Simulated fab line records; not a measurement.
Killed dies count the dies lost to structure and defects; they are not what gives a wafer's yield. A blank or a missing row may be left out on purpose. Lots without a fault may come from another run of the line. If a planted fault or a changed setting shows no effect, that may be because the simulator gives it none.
A struck lot beside a sound one	flow nand harc	15 out of 1302 route steps
Sound: wafers L741.1, L741.3, L741.4. Struck: wafers L753.1, L753.4, L753.6. The cause is named last.
Per side, at each step with rows, come the tool, then ch with its chambers, and then its first start. Under that, the readings that differ: sound wafers	struck wafers	difference of the means	sigmas: that difference in standard deviations of wafers without a fault.
alike: words and numbers the same on both sides, and readings whose means are apart by under 2 such deviations; not compared: readings that were withheld, readings missing a value for some wafer, numbers with overlapping values and no deviation given by the record, and bounds like >300 which may hide the same value.
The two part at a step that has a row with sigmas, a row that says differs or no value, or rows on one side only. Numbers that don't overlap but have no deviation are shown without sigmas and don't part them. A reading missing from all wafers of one side parts the sides only when that side holds two or more wafers.

first, 7 steps without rows for these wafers: NHARC_P_CONTACT_COAT_34 (time 65 s); NHARC_P_CONTACT_COAT_06 (resist thk 90 nm); NHARC_P_CONTACT_SOFTBAKE_07 (time 55 s); NHARC_P_CONTACT_EBR_08; NHARC_P_CONTACT_EXPOSE_09 (exposes mask P CA, target cd 90 nm); NHARC_P_CONTACT_PEB_10 (peb time 65 s); NHARC_P_CONTACT_DEVELOP_11 (develop time 35 s).
NHARC_P_CONTACT_CD_MEAS_12: target cd 90 nm.
  sound on cd sem-03 ch 0, day 6 16:31; struck on cd sem-02 ch 0, day 12 05:14
  alike: cd nm
NHARC_P_CONTACT_OVL_MEAS_13:
  sound: overlay-01 at day 6 16:36; struck: overlay-02 at day 12 05:19
  alike: overlay x nm, overlay y nm
NHARC_P_CONTACT_INSPECT_14:
  sound: defect inspect-01 at day 6 16:38; struck: defect inspect-02 at day 12 05:21
  alike: raw defect count
NHARC_P_CONTACT_DESCUM_17: chemistry O2, time 3 s.
  sound on rie diel-08 ch 0,1,2, day 6 16:41; struck on rie diel-08 ch 0,1,3, day 12 05:25
  alike: drypump motor current A, oes product au, rf vpp V, showerhead plenum p Torr, throttle valve pct
  not compared: rf hours counter h
NHARC_P_CONTACT_ETCH_35: etches the open film in CF4, target depth 39 nm, time 65 s.
  sound on rie diel-08 ch 0,1,3, day 6 16:47; struck on rie diel-08 ch 1,2,3, day 12 05:31
  alike: drypump motor current A, oes product au, rf vpp V, showerhead plenum p Torr, throttle valve pct
  not compared: rf hours counter h
NHARC_P_CONTACT_ETCH_36: etches the open film in N2/H2, target depth 260 nm, time 406.25 s.
  sound on rie diel-08 ch 0,2,3, day 6 16:52; struck on rie diel-08 ch 0,2,3, day 12 05:35
reading	sound	struck	difference	sigmas
oes product au (a.u.)	1.003 0.992 1.016	0.835 0.848 0.837	-0.164	-16
  alike: drypump motor current A, rf vpp V, showerhead plenum p Torr, throttle valve pct
  not compared: rf hours counter h
NHARC_P_CONTACT_ETCH_18: etches the open film in C4F8/O2/Ar, target depth 481 nm, time 240.5 s.
  sound: rie diel-08 ch 0,1,2; struck: rie diel-08 ch 1,2
  alike: oes product au, rf vpp V
  not compared: rf hours counter h
-- the record jumps here: 18 days lie between the struck wafers' starts before and after (it left off in module P_CONTACT and takes up again in module END, whose first step shown is number 1302 of the route) --
NHARC_END_SORT_01:
  sound on prober-01 ch 0, day 25 05:29; struck on prober-02 ch 0, day 30 11:51
reading	sound	struck	difference	sigmas
hold	- - -	await dispo/3.7h/scrap await dispo/3.7h/scrap await dispo/3.7h/scrap	no value on the sound wafers	
killed at periphery	2 6 7	626 630 628	+623	+99 or more
killed dies	56 75 61	676 676 673	+611	+25
  alike: killed at array, killed at other, killed open, killed short

WHERE THEY PART
Earliest at NHARC_P_CONTACT_ETCH_36; latest, in this record, at NHARC_END_SORT_01.

WHY: the cause the simulator had injected
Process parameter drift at NHARC_P_CONTACT_ETCH_36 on rie diel-08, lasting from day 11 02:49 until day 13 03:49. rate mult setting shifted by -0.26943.
